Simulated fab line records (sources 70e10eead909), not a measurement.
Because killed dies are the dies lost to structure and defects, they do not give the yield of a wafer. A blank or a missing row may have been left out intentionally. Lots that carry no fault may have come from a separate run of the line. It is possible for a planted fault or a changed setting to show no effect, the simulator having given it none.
Chamber matching    flow nand_harc    NHARC_A_BLC_ALD_23 on ald_metal-01 has 4 sister chambers
The step deposits TiN, target thk 3 nm, pulse time 1 s, ald cycles 150. 20 wafers are shown with their chamber, then 10 later ones without.

## WAFERS PAIRED WITH THEIR CHAMBERS
wafer   chamber  heater_power_w (W)  precursor_pulse_height_rel
L074.2  0        1139                1.012
L074.3  3        1260                1.000
L074.6  1        1028                0.991
L079.1  3        1346                0.978
L079.2  2        1188                0.992
L079.4  1        995                 0.980
L076.1  2        1163                0.992
L076.3  1        993                 1.002
L076.4  3        1278                1.023
L080.4  0        1103                1.037
L080.5  3        1311                0.983
L080.6  0        1111                1.054
L083.2  3        1309                0.996
L083.3  0        1101                1.029
L083.4  2        1204                1.017
L083.1  1        1012                1.016
L083.5  3        1322                0.991
L083.6  0        1076                1.005
L086.1  2        1164                1.007
L086.2  1        989                 1.016

SIGNATURES (means of the wafers above)
reading                     chamber 0  chamber 1  chamber 2  chamber 3  scatter within a chamber
heater_power_w              1106.00    1003.40    1179.75    1304.33    23.8
precursor_pulse_height_rel  1.02740    1.00100    1.00200    0.99517    0.0163
Rule: for a wafer and a chamber, the distance is found by dividing, reading by reading, the gap between the wafer's reading and the chamber's mean by the reading's scatter, squaring, summing and taking the root. If the next closest chamber is less than 2 further off than the closest, the wafer can't be placed; otherwise it belongs to the closest. The scatter: take each reading less its chamber's mean, square it, sum over the shown wafers, divide by the number of wafers less the number of chambers, and take the root.

## WAFERS WITHOUT THEIR CHAMBER
wafer   heater_power_w (W)  precursor_pulse_height_rel
L086.6  1192                0.996
L086.3  1278                1.013
L086.4  1331                1.038
L086.5  999                 1.018
L087.2  1186                0.965
L087.4  1113                0.967
L087.5  992                 0.996
L089.1  987                 1.019
L089.2  1166                0.983
L089.3  1282                0.975

## EACH ONE'S CHAMBER
wafer   from the rows above           in truth
L086.6  2                             2
L086.3  3                             3
L086.4  3                             3
L086.5  1                             1
L087.2  2                             2
L087.4  can't be placed: 2 or 0 or 1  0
L087.5  1                             1
L089.1  1                             1
L089.2  2                             2
L089.3  3                             3
Correct placement for 9 of the 10. These rows do not allow placing 1 (true chamber among the candidates in 1). 0 placed wrongly.
